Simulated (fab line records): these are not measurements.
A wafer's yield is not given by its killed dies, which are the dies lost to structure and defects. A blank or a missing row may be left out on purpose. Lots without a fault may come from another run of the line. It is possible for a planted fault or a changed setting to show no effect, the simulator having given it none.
Which tool was responsible?	flow nandHarc	14 lots, 42 wafers sampled, at 5 steps of a route of 1159

WHAT THE GAUGES READ, wafer by wafer
NHARC_END_SORT_01.
lot	measured	on	killedAtArray	killedAtOther	killedAtPeriphery	killedDies	killedOpen	killedShort
L397	day 20 21:05	prober-01	64 16 20	0 1 0	1 2 2	65 19 22	1 1 2	1 2 2
L399	day 21 14:46	prober-02	70 69 60	0 0 0	4 6 3	74 75 63	2 5 5	5 2 0

EACH LOT AND THE TOOL THAT RAN IT (in order: tool; ch and the chambers of the sampled wafers; start)
lot	NHARC_A_CONTACT_ETCH_134	NHARC_A_BONDPAD_DEGAS_25	NHARC_A_BONDPAD_PRE_CLEAN_26	NHARC_THIN_TSV_STRIP_45
L392	harCapEtch-02 ch 0,1, day 16 18:34	pvdSputter-03, day 18 01:28	pvdSputter-03, day 18 19:59 or earlier	plasmaAsher-01 ch 0,1, day 18 19:59
L397	harCapEtch-02 ch 0,1, day 18 01:44	pvdSputter-03, day 19 15:44	pvdSputter-03, day 20 07:16 or earlier	plasmaAsher-02 ch 0, day 20 07:16
L399	harCapEtch-02 ch 1, day 19 06:10	pvdSputter-02, day 20 09:20	pvdSputter-02, day 21 00:36 or earlier	plasmaAsher-02 ch 0, day 21 00:36
L406	harCapEtch-03 ch 0,1, day 20 01:06	pvdSputter-02, day 21 05:39	pvdSputter-02, day 21 22:30 or earlier	plasmaAsher-02 ch 0,1, day 21 22:30
L405	harCapEtch-03 ch 0,1, day 20 06:13	pvdSputter-02, day 21 10:31	pvdSputter-02, day 21 23:46 or earlier	plasmaAsher-02 ch 0,1, day 21 23:46
L404	harCapEtch-03 ch 0,1, day 20 17:36	pvdSputter-01, day 21 13:14	pvdSputter-01, day 22 13:10 or earlier	plasmaAsher-02 ch 0,1, day 22 13:10
L408	harCapEtch-03 ch 1, day 20 21:58	pvdSputter-03, day 21 17:12	pvdSputter-03, day 22 10:56 or earlier	plasmaAsher-02 ch 0,1, day 22 10:56
L407	harCapEtch-03 ch 0,1, day 21 07:10	pvdSputter-03, day 22 09:05	pvdSputter-03, day 23 03:28 or earlier	plasmaAsher-01 ch 0, day 23 03:28
L411	harCapEtch-01 ch 0,1, day 21 12:06	pvdSputter-02, day 22 17:00	pvdSputter-02, day 23 09:29 or earlier	plasmaAsher-01 ch 0,1, day 23 09:29
L410	harCapEtch-02 ch 0,1, day 21 16:05	pvdSputter-01, day 22 22:21	pvdSputter-01, day 23 15:01 or earlier	plasmaAsher-01 ch 0,1, day 23 15:01
L409	harCapEtch-01 ch 0,1, day 21 20:27	pvdSputter-01, day 22 22:03	pvdSputter-01, day 23 13:51 or earlier	plasmaAsher-01 ch 0,1, day 23 13:51
L413	harCapEtch-02 ch 0,1, day 22 10:45	pvdSputter-02, day 23 07:52	pvdSputter-02, day 23 23:08 or earlier	plasmaAsher-01 ch 0,1, day 23 23:08
L412	harCapEtch-03 ch 0,1, day 22 18:37	pvdSputter-02, day 23 20:41	pvdSputter-02, day 24 14:45 or earlier	plasmaAsher-02 ch 0,1, day 24 14:45
L414	harCapEtch-02 ch 0,1, day 22 21:40	pvdSputter-02, day 24 03:49	pvdSputter-02, day 24 18:56 or earlier	plasmaAsher-01 ch 0,1, day 24 18:56
- NHARC_A_CONTACT_ETCH_134: etches the open film in C4F8/O2/Ar, time 140 s, target depth 700 nm.
- NHARC_A_BONDPAD_DEGAS_25: time 60 s.
- NHARC_A_BONDPAD_PRE_CLEAN_26: time 30 s.
- NHARC_THIN_TSV_STRIP_45: strips in O2.

WHAT THE TOOLS THEMSELVES READ (means of the sampled wafers that have a number; where no wafer has one, the mark that the record gives instead)
NHARC_A_BONDPAD_DEGAS_25.
lot	tool	heaterPowerW (W)
L392	pvdSputter-03	475
L397	pvdSputter-03	475
L399	pvdSputter-02	411
L406	pvdSputter-02	409
L405	pvdSputter-02	407
L404	pvdSputter-01	428
L408	pvdSputter-03	502
L407	pvdSputter-03	466
L411	pvdSputter-02	429
L410	pvdSputter-01	455
L409	pvdSputter-01	411
L413	pvdSputter-02	418
L412	pvdSputter-02	438
L414	pvdSputter-02	405

NHARC_A_BONDPAD_PRE_CLEAN_26.
lot	tool	heaterPowerW (W)
L392	pvdSputter-03	406
L397	pvdSputter-03	421
L399	pvdSputter-02	388
L406	pvdSputter-02	360
L405	pvdSputter-02	369
L404	pvdSputter-01	366
L408	pvdSputter-03	414
L407	pvdSputter-03	428
L411	pvdSputter-02	364
L410	pvdSputter-01	385
L409	pvdSputter-01	363
L413	pvdSputter-02	352
L412	pvdSputter-02	353
L414	pvdSputter-02	363

NHARC_THIN_TSV_STRIP_45.
lot	tool	drypumpMotorCurrentA (A)	heaterPowerW (W)
L392	plasmaAsher-01	6.6	340
L397	plasmaAsher-02	5.9	365
L399	plasmaAsher-02	5.9	365
L406	plasmaAsher-02	5.7	316
L405	plasmaAsher-02	5.7	314
L404	plasmaAsher-02	5.8	339
L408	plasmaAsher-02	5.8	346
L407	plasmaAsher-01	6.5	331
L411	plasmaAsher-01	6.5	329
L410	plasmaAsher-01	6.6	320
L409	plasmaAsher-01	6.6	321
L413	plasmaAsher-01	6.5	328
L412	plasmaAsher-02	5.7	316
L414	plasmaAsher-01	6.6	321

THE ANSWER, worked out from the rows above alone
Rule: the usual values come from the lots themselves. The widest of any qualifying gaps counts: lots, ordered by their means at a reading, are off when they make up no more than a third of the lots, leave a main group of 4 or more, and stand apart from it by 3 or more times the standard deviation of that group's means. Not used: any main group whose means are identical at the precision the tables above print for the reading. Also off: a lot with no number at a reading for which 4 or more lots have one. The other lots that the step has rows for count as sound. Order of review: gauges by route order, followed by the tools' own readings, for which a lot's mean as printed above is used. The first step at which some lot is off is used, and at that step the reading that is off furthest; a lot without a number counts as furthest.
None of the lots is off at any reading shown; this tells nothing.

WHAT THE SIMULATOR HAD PUT IN
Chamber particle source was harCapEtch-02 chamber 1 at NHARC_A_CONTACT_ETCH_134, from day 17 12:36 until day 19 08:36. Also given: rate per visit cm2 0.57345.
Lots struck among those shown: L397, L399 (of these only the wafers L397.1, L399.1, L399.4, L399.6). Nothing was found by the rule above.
